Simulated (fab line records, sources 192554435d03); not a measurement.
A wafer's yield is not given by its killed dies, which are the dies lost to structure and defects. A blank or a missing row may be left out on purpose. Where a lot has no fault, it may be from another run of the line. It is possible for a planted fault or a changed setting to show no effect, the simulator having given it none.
Lot-split experiment || flow n5-finfet || 21 wafers read across 7 lots, on a route 1938 steps long

## ON THE SPLIT
At N5_MOL_CONTACT_COAG_SPUTTER_130 (material Co, target thk 47.5 nm), the setting power-w was moved away from the recipe's 3000 W on 6 of the 21 wafers read, by -13.3% to +17.1%. This setting was run at the recipe's value on the other wafers.

Reading taken at the split's own step.

## THE READING
Co_of_MOL_CONTACT_COAG_SPUTTER_130.thk-nm (the simulator's own value, which no gauge read), in nm, at N5_MOL_CONTACT_COAG_SPUTTER_130 (material Co, target thk 47.5 nm). The file gives no usual value for it. Here, 15 wafers ran the recipe; their average is 47.9 nm with a standard deviation of 0.58 nm.

{"wafer": "L074.3", "tool, chamber at the split": "pvd-sputter-02, -", "power-w as run, W": 3271, "against the recipe": "+9.0%", "Co_of_MOL_CONTACT_COAG_SPUTTER_130.thk-nm, nm": 52.4, "against lot-mates on the recipe": "+4.8"}
{"wafer": "L074.4", "tool, chamber at the split": "pvd-sputter-02, -", "power-w as run, W": 3271, "against the recipe": "+9.0%", "Co_of_MOL_CONTACT_COAG_SPUTTER_130.thk-nm, nm": 52.4, "against lot-mates on the recipe": "+4.8"}
{"wafer": "L074.6", "tool, chamber at the split": "pvd-sputter-02, -", "power-w as run, W": 3000, "against the recipe": "recipe", "Co_of_MOL_CONTACT_COAG_SPUTTER_130.thk-nm, nm": 47.6, "against lot-mates on the recipe": "-"}
{"wafer": "L083.2", "tool, chamber at the split": "pvd-sputter-01, -", "power-w as run, W": 3486, "against the recipe": "+16.2%", "Co_of_MOL_CONTACT_COAG_SPUTTER_130.thk-nm, nm": 55, "against lot-mates on the recipe": "+6.6"}
{"wafer": "L083.3", "tool, chamber at the split": "pvd-sputter-01, -", "power-w as run, W": 3000, "against the recipe": "recipe", "Co_of_MOL_CONTACT_COAG_SPUTTER_130.thk-nm, nm": 48.4, "against lot-mates on the recipe": "-"}
{"wafer": "L083.6", "tool, chamber at the split": "pvd-sputter-01, -", "power-w as run, W": 3486, "against the recipe": "+16.2%", "Co_of_MOL_CONTACT_COAG_SPUTTER_130.thk-nm, nm": 55.6, "against lot-mates on the recipe": "+7.2"}
{"wafer": "L084.1", "tool, chamber at the split": "pvd-sputter-03, -", "power-w as run, W": 3000, "against the recipe": "recipe", "Co_of_MOL_CONTACT_COAG_SPUTTER_130.thk-nm, nm": 47.4, "against lot-mates on the recipe": "-"}
{"wafer": "L084.2", "tool, chamber at the split": "pvd-sputter-03, -", "power-w as run, W": 3000, "against the recipe": "recipe", "Co_of_MOL_CONTACT_COAG_SPUTTER_130.thk-nm, nm": 48.4, "against lot-mates on the recipe": "-"}
{"wafer": "L084.5", "tool, chamber at the split": "pvd-sputter-03, -", "power-w as run, W": 3000, "against the recipe": "recipe", "Co_of_MOL_CONTACT_COAG_SPUTTER_130.thk-nm, nm": 47.8, "against lot-mates on the recipe": "-"}
{"wafer": "L085.1", "tool, chamber at the split": "pvd-sputter-02, -", "power-w as run, W": 3000, "against the recipe": "recipe", "Co_of_MOL_CONTACT_COAG_SPUTTER_130.thk-nm, nm": 47.6, "against lot-mates on the recipe": "-"}
{"wafer": "L085.2", "tool, chamber at the split": "pvd-sputter-02, -", "power-w as run, W": 3000, "against the recipe": "recipe", "Co_of_MOL_CONTACT_COAG_SPUTTER_130.thk-nm, nm": 46.8, "against lot-mates on the recipe": "-"}
{"wafer": "L085.6", "tool, chamber at the split": "pvd-sputter-02, -", "power-w as run, W": 3000, "against the recipe": "recipe", "Co_of_MOL_CONTACT_COAG_SPUTTER_130.thk-nm, nm": 47.4, "against lot-mates on the recipe": "-"}
{"wafer": "L089.1", "tool, chamber at the split": "pvd-sputter-03, -", "power-w as run, W": 3000, "against the recipe": "recipe", "Co_of_MOL_CONTACT_COAG_SPUTTER_130.thk-nm, nm": 49.2, "against lot-mates on the recipe": "-"}
{"wafer": "L089.2", "tool, chamber at the split": "pvd-sputter-03, -", "power-w as run, W": 3000, "against the recipe": "recipe", "Co_of_MOL_CONTACT_COAG_SPUTTER_130.thk-nm, nm": 47.6, "against lot-mates on the recipe": "-"}
{"wafer": "L089.4", "tool, chamber at the split": "pvd-sputter-03, -", "power-w as run, W": 3000, "against the recipe": "recipe", "Co_of_MOL_CONTACT_COAG_SPUTTER_130.thk-nm, nm": 48.8, "against lot-mates on the recipe": "-"}
{"wafer": "L092.2", "tool, chamber at the split": "pvd-sputter-02, -", "power-w as run, W": 3512, "against the recipe": "+17.1%", "Co_of_MOL_CONTACT_COAG_SPUTTER_130.thk-nm, nm": 56, "against lot-mates on the recipe": "+8.3"}
{"wafer": "L092.4", "tool, chamber at the split": "pvd-sputter-02, -", "power-w as run, W": 3000, "against the recipe": "recipe", "Co_of_MOL_CONTACT_COAG_SPUTTER_130.thk-nm, nm": 47.6, "against lot-mates on the recipe": "-"}
{"wafer": "L092.6", "tool, chamber at the split": "pvd-sputter-02, -", "power-w as run, W": 3000, "against the recipe": "recipe", "Co_of_MOL_CONTACT_COAG_SPUTTER_130.thk-nm, nm": 47.8, "against lot-mates on the recipe": "-"}
{"wafer": "L096.2", "tool, chamber at the split": "pvd-sputter-02, -", "power-w as run, W": 3000, "against the recipe": "recipe", "Co_of_MOL_CONTACT_COAG_SPUTTER_130.thk-nm, nm": 47.8, "against lot-mates on the recipe": "-"}
{"wafer": "L096.4", "tool, chamber at the split": "pvd-sputter-02, -", "power-w as run, W": 3000, "against the recipe": "recipe", "Co_of_MOL_CONTACT_COAG_SPUTTER_130.thk-nm, nm": 48, "against lot-mates on the recipe": "-"}
{"wafer": "L096.5", "tool, chamber at the split": "pvd-sputter-02, -", "power-w as run, W": 2602, "against the recipe": "-13.3%", "Co_of_MOL_CONTACT_COAG_SPUTTER_130.thk-nm, nm": 42, "against lot-mates on the recipe": -5.9}

FIT RESULTS
A straight line over all 21 wafers: Co_of_MOL_CONTACT_COAG_SPUTTER_130.thk-nm changes by +0.464 nm for each +1% of power-w; r = +0.99; the points scatter about the line by 0.54 nm.
The same after taking each lot's own level away (the mean of its wafers on the recipe; 21 wafers): +0.457 nm for each +1%; r = +0.99; scatter 0.46 nm.
The reading moves by 7.8 nm for the largest change in power-w, on that fit.
The lots' own levels span 47.27 to 48.53 nm, that is 2.2 times the standard deviation above.
The two slopes agree, so the slope changes little with the lot-to-lot level.
Check: +7.69 nm against its lot-mates is what the line predicts for one of the wafers moved furthest among these (+17.1%) when that wafer is left out of the fit. Against them it came out at +8.3 nm.

## ADDITIONAL SPLITS CARRIED BY THESE WAFERS
These wafers also went through other splits before the reading. Each is held against what the fit with the lots' levels taken away leaves over:
{"other split on the same wafers": "N5_HKMG_FIN_ETCH_32 bias-w", "wafers away from the commonest value": 8, "r with Co_of_MOL_CONTACT_COAG_SPUTTER_130.thk-nm (lot level and that fit taken away)": "+0.21"}
{"other split on the same wafers": "N5_GATE_CUT_COAT_07 spin-rpm", "wafers away from the commonest value": 5, "r with Co_of_MOL_CONTACT_COAG_SPUTTER_130.thk-nm (lot level and that fit taken away)": -0.14}
{"other split on the same wafers": "N5_GATE_CUT_EXPOSE_10 dose-mj", "wafers away from the commonest value": 5, "r with Co_of_MOL_CONTACT_COAG_SPUTTER_130.thk-nm (lot level and that fit taken away)": -0.20}

## FILE'S OWN FIT
Co_of_MOL_CONTACT_COAG_SPUTTER_130.thk-nm changes by +0.462 nm for each +1% of power-w, r = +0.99.
